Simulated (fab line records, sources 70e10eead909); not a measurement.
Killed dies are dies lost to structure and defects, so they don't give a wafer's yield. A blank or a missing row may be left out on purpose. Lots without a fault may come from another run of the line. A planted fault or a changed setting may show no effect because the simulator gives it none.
Chamber matching | flow nand_harc | NHARC_A_CHANNEL_FILL_D2_CMP_10 on cmp-04: 4 sister chambers
The step polishes, target thk 150 nm. 4 wafers are shown with their chamber, then 7 later ones without.

WAFERS WITH THEIR CHAMBER
wafer  | chamber | motor_current_A (A)
L085.1 | 0       | 13.4
L086.3 | 2       | 13.8
L087.2 | 1       | 13.1
L087.5 | 3       | 12.7

WAFERS WITHOUT THEIR CHAMBER
wafer  | motor_current_A (A)
L087.6 | 12.9
L090.3 | 12.3
L090.4 | 13.3
L090.6 | 13.4
L093.2 | 13.2
L093.5 | 13.7
L093.6 | 13.3

WHICH CHAMBER EACH WENT THROUGH
wafer  | from the rows above          | in truth
L087.6 | can't be placed: 1 or 3 or 0 | 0
L090.3 | 3                            | 3
L090.4 | can't be placed: 0 or 1      | 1
L090.6 | can't be placed: 0 or 1      | 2
L093.2 | can't be placed: 1 or 0      | 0
L093.5 | can't be placed: 2 or 0      | 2
L093.6 | can't be placed: 0 or 1      | 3
Placed correctly: 1 of 7. Can't be placed from these rows: 6 (the true chamber is among the candidates in 4). Placed wrongly: 0.
How it was worked out, from the rows above alone: a wafer's distance from a chamber is the root of the sum, over the readings, of the square of ((its reading less the chamber's mean) divided by the reading's scatter). The wafer belongs to the nearest chamber; if the next one is less than 2 further off, it can't be placed. A chamber's mean is the mean of its shown wafers. The scatter: with one shown wafer a chamber, the root of the mean of the squares of how far each hidden wafer lies from its nearest shown one.
